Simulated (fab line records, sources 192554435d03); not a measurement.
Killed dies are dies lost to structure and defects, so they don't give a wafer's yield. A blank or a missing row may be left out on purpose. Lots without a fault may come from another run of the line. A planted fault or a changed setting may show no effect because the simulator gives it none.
Split-lot experiment | flow n5_finfet | 7 lots, 39 wafers read, on a route of 1938 steps

THE SPLIT
At N5_BEOL_M5_ILD_DEP_00 (deposits SiCOH lowk from DEMS/porogen, target thk 140.64 nm, time 25.9 s), the setting time_s was moved away from the recipe's 25.9 s on 15 of the 39 wafers read, by -57.1% to +31.8%. The other wafers ran this setting at the recipe's value.

FROM THE SPLIT TO THE READING: what the file shows between them, 1 step
- N5_BEOL_M5_CURE_79: cures SiCOH lowk, time 240 s

THE READING
M5_ILD_THK, in nm, at N5_BEOL_M5_THK_MEAS_01. Fault-free wafers of this fab line usually give 120.9 nm, standard deviation 1.7 nm.

wafer  | tool, chamber at the split | time_s as run, s | against the recipe | M5_ILD_THK, nm | against lot-mates on the recipe
L075.1 | pecvd-03, 0                | 25.9             | recipe             | 118.4          | -
L075.2 | pecvd-03, 2                | 20.57            | -20.6%             | 93.9           | -25.0
L075.3 | pecvd-03, 1                | 25.9             | recipe             | 119.4          | -
L075.4 | pecvd-03, 0                | 25.9             | recipe             | 118.8          | -
L075.5 | pecvd-03, 2                | 20.57            | -20.6%             | 95.8           | -23.1
L075.6 | pecvd-03, 1                | 20.57            | -20.6%             | 93.3           | -25.6
L076.1 | pecvd-01, 1                | 25.9             | recipe             | 120.9          | -
L076.2 | pecvd-01, 2,0              | 25.9             | recipe             | 120.0          | -
L076.3 | pecvd-01, 0                | 25.9             | recipe             | 117.8          | -
L076.4 | pecvd-01, 2,0              | 25.9             | recipe             | 119.8          | -
L076.5 | pecvd-01, 1                | 25.9             | recipe             | 122.7          | -
L076.6 | pecvd-01, 2                | 25.9             | recipe             | 123.9          | -
L079.1 | pecvd-03, 1                | 25.9             | recipe             | 117.5          | -
L079.2 | pecvd-03, 0                | 25.9             | recipe             | 119.5          | -
L079.3 | pecvd-03, 2                | 11.11            | -57.1%             | 52.8           | -66.2
L079.4 | pecvd-03, 1                | 25.9             | recipe             | 120.0          | -
L079.5 | pecvd-03, 2                | 11.11            | -57.1%             | 56.0           | -63.0
L079.6 | pecvd-03, 0                | 11.11            | -57.1%             | 53.2           | -65.8
L081.1 | pecvd-04, 0                | 25.9             | recipe             | 120.9          | -
L081.2 | pecvd-04, 2                | 25.9             | recipe             | 120.7          | -
L081.4 | pecvd-04, 0                | 25.9             | recipe             | 122.3          | -
L086.1 | pecvd-01, 2                | 25.9             | recipe             | 120.6          | -
L086.2 | pecvd-01, 0                | 25.9             | recipe             | 119.1          | -
L086.3 | pecvd-01, 1                | 25.9             | recipe             | 118.8          | -
L086.4 | pecvd-01, 1                | 16.75            | -35.3%             | 79.7           | -39.8
L086.5 | pecvd-01, 2                | 16.75            | -35.3%             | 80.5           | -39.0
L086.6 | pecvd-01, 0                | 16.75            | -35.3%             | 80.7           | -38.8
L090.1 | pecvd-04, 2                | 34.14            | +31.8%             | 156.7          | +32.5
L090.2 | pecvd-04, 0                | 25.9             | recipe             | 123.7          | -
L090.3 | pecvd-04, 1                | 34.14            | +31.8%             | 159.6          | +35.4
L090.4 | pecvd-04, 1                | 25.9             | recipe             | 124.1          | -
L090.5 | pecvd-04, 2                | 34.14            | +31.8%             | 160.1          | +35.9
L090.6 | pecvd-04, 0                | 25.9             | recipe             | 124.8          | -
L096.1 | pecvd-03, 0                | 15.02            | -42.0%             | 71.0           | -49.2
L096.2 | pecvd-03, 2                | 25.9             | recipe             | 119.9          | -
L096.3 | pecvd-03, 1                | 25.9             | recipe             | 119.3          | -
L096.4 | pecvd-03, 0                | 15.02            | -42.0%             | 72.4           | -47.8
L096.5 | pecvd-03, 1                | 25.9             | recipe             | 121.4          | -
L096.6 | pecvd-03, 2                | 15.02            | -42.0%             | 72.1           | -48.1
Where a row lists several chambers, the file gives one row for several wafers and doesn't say which wafer went through which chamber.

THE FIT
A straight line over all 39 wafers: M5_ILD_THK changes by +1.17 nm for each +1% of time_s; r = +1.00; the points scatter about the line by 1.9 nm.
The same after taking each lot's own level away (the mean of its wafers on the recipe; 39 wafers): +1.13 nm for each +1%; r = +1.00; scatter 1.3 nm.
On that fit, the largest move of time_s shifts the reading by 64 nm.
The lots' own levels span 118.87 to 124.20 nm, that is 3.1 times the standard deviation above.
So the lot-to-lot level changes the slope little: the two slopes agree.
Check: with one of the wafers moved furthest among these (-57.1%) left out of the fit, the line predicts -64.5 nm for it against its lot-mates. It came out at -66.2 nm against them.

THE WHOLE CHAIN: every reading that the file lists as answering this split, in the file's order
step                   | what it does                                                             | reading                                                                                  | change (the file's fit)              | r (the file's)
N5_BEOL_M5_ILD_DEP_00  | deposits SiCOH lowk from DEMS/porogen, target thk 140.64 nm, time 25.9 s | SiCOH_lowk_of_BEOL_M5_ILD_DEP_00.thk_nm (the simulator's own value, which no gauge read) | +1.31 nm for each +1% of the setting | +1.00
N5_BEOL_M5_CURE_79     | cures SiCOH lowk, time 240 s                                             | SiCOH_lowk_of_BEOL_M5_ILD_DEP_00.thk_nm (the simulator's own value, which no gauge read) | +1.13 nm for each +1% of the setting | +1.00
N5_BEOL_M5_THK_MEAS_01 |                                                                          | M5_ILD_THK                                                                               | +1.13 for each +1% of the setting    | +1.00

THE FILE'S OWN FIT
M5_ILD_THK changes by +1.13 nm for each +1% of time_s, r = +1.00.
